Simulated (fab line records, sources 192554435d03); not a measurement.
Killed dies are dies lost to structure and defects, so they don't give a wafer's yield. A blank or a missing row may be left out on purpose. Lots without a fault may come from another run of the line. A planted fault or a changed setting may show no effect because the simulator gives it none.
Split-lot experiment | flow n5_finfet | 7 lots, 39 wafers read, on a route of 1938 steps

THE SPLIT
At N5_MIM_BOT_LITHO_DEVELOP_07 (develop time 60 s), the setting develop_time_s was moved away from the recipe's 60 s on 12 of the 39 wafers read, by -51.1% to +36.3%. The other wafers ran this setting at the recipe's value.

FROM THE SPLIT TO THE READING: what the file shows between them, 1 step
- N5_MIM_BOT_LITHO_HARDBAKE_09: time 120 s

THE READING
cd_nm, in nm, at N5_MIM_BOT_LITHO_CD_MEAS_08 (target cd 3000 nm). Fault-free wafers of this fab line usually give 3000.1 nm, standard deviation 1.7 nm.

wafer  | tool, chamber at the split | develop_time_s as run, s | against the recipe | cd_nm, nm | against lot-mates on the recipe
L076.1 | litho_track-02, 0          | 60                       | recipe             | 3000.5    | -
L076.4 | litho_track-02, 0          | 60                       | recipe             | 3000.8    | -
L076.5 | litho_track-02, 0          | 60                       | recipe             | 3005.8    | -
L080.1 | litho_track-01, 0          | 60                       | recipe             | 3001.1    | -
L080.2 | litho_track-01, 0          | 60                       | recipe             | 3004.1    | -
L080.3 | litho_track-01, 0          | 60                       | recipe             | 3002.1    | -
L080.4 | litho_track-01, 0          | 71.21                    | +18.7%             | 3005.5    | +3.1
L080.5 | litho_track-01, 0          | 71.21                    | +18.7%             | 3003.3    | +0.9
L080.6 | litho_track-01, 0          | 71.21                    | +18.7%             | 3006.7    | +4.3
L085.1 | litho_track-02, 0          | 60                       | recipe             | 2998.4    | -
L085.2 | litho_track-02, 0          | 60                       | recipe             | 3001.0    | -
L085.3 | litho_track-02, 0          | 60                       | recipe             | 2998.3    | -
L085.4 | litho_track-02, 0          | 60                       | recipe             | 2997.9    | -
L085.5 | litho_track-02, 0          | 60                       | recipe             | 2996.5    | -
L085.6 | litho_track-02, 0          | 60                       | recipe             | 2997.5    | -
L089.1 | litho_track-01, 0          | 81.81                    | +36.3%             | 3004.4    | +5.1
L089.2 | litho_track-01, 0          | 60                       | recipe             | 3001.4    | -
L089.3 | litho_track-01, 0          | 81.81                    | +36.3%             | 3005.7    | +6.4
L089.4 | litho_track-01, 0          | 60                       | recipe             | 2999.1    | -
L089.5 | litho_track-01, 0          | 81.81                    | +36.3%             | 3003.6    | +4.3
L089.6 | litho_track-01, 0          | 60                       | recipe             | 2997.3    | -
L093.1 | litho_track-03, 0          | 60                       | recipe             | 3000.2    | -
L093.2 | litho_track-03, 0          | 60                       | recipe             | 3000.5    | -
L093.3 | litho_track-03, 0          | 60                       | recipe             | 3000.1    | -
L093.4 | litho_track-03, 0          | 29.33                    | -51.1%             | 2985.5    | -14.8
L093.5 | litho_track-03, 0          | 29.33                    | -51.1%             | 2985.8    | -14.5
L093.6 | litho_track-03, 0          | 29.33                    | -51.1%             | 2985.2    | -15.1
L094.1 | litho_track-02, 0          | 60                       | recipe             | 2999.3    | -
L094.2 | litho_track-02, 0          | 60                       | recipe             | 3001.0    | -
L094.3 | litho_track-02, 0          | 60                       | recipe             | 2998.7    | -
L094.4 | litho_track-02, 0          | 60                       | recipe             | 2999.2    | -
L094.5 | litho_track-02, 0          | 60                       | recipe             | 2998.9    | -
L094.6 | litho_track-02, 0          | 60                       | recipe             | 2997.3    | -
L096.1 | litho_track-01, 0          | 60                       | recipe             | 3002.5    | -
L096.2 | litho_track-01, 0          | 60                       | recipe             | 2999.4    | -
L096.3 | litho_track-01, 0          | 43.14                    | -28.1%             | 2993.8    | -6.6
L096.4 | litho_track-01, 0          | 60                       | recipe             | 2999.2    | -
L096.5 | litho_track-01, 0          | 43.14                    | -28.1%             | 2993.1    | -7.3
L096.6 | litho_track-01, 0          | 43.14                    | -28.1%             | 2991.5    | -8.9

THE FIT
A straight line over all 39 wafers: cd_nm changes by +0.235 nm for each +1% of develop_time_s; r = +0.90; the points scatter about the line by 2.2 nm.
The same after taking each lot's own level away (the mean of its wafers on the recipe; 39 wafers): +0.236 nm for each +1%; r = +0.94; scatter 1.8 nm.
On that fit, the largest move of develop_time_s shifts the reading by 12 nm.
The lots' own levels span 2998.27 to 3002.43 nm, that is 2.5 times the standard deviation above.
So the lot-to-lot level changes the slope little: the two slopes agree.
Check: with one of the wafers moved furthest among these (-51.1%) left out of the fit, the line predicts -12.2 nm for it against its lot-mates. It came out at -14.8 nm against them.

OTHER SPLITS ON THESE WAFERS
These wafers also went through other splits before the reading. Each is held against what the fit with the lots' levels taken away leaves over:
other split on the same wafers   | wafers away from the commonest value | r with cd_nm (lot level and that fit taken away)
N5_BEOL_M4_TRENCH_ETCH_37 time_s | 15                                   | -0.02
N5_BEOL_M9_CVD_78 target_thk_a   | 18                                   | -0.16
N5_BEOL_M13_ETCH_68 time_s       | 18                                   | +0.01

THE FILE'S OWN FIT
cd_nm changes by +0.239 nm for each +1% of develop_time_s, r = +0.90.
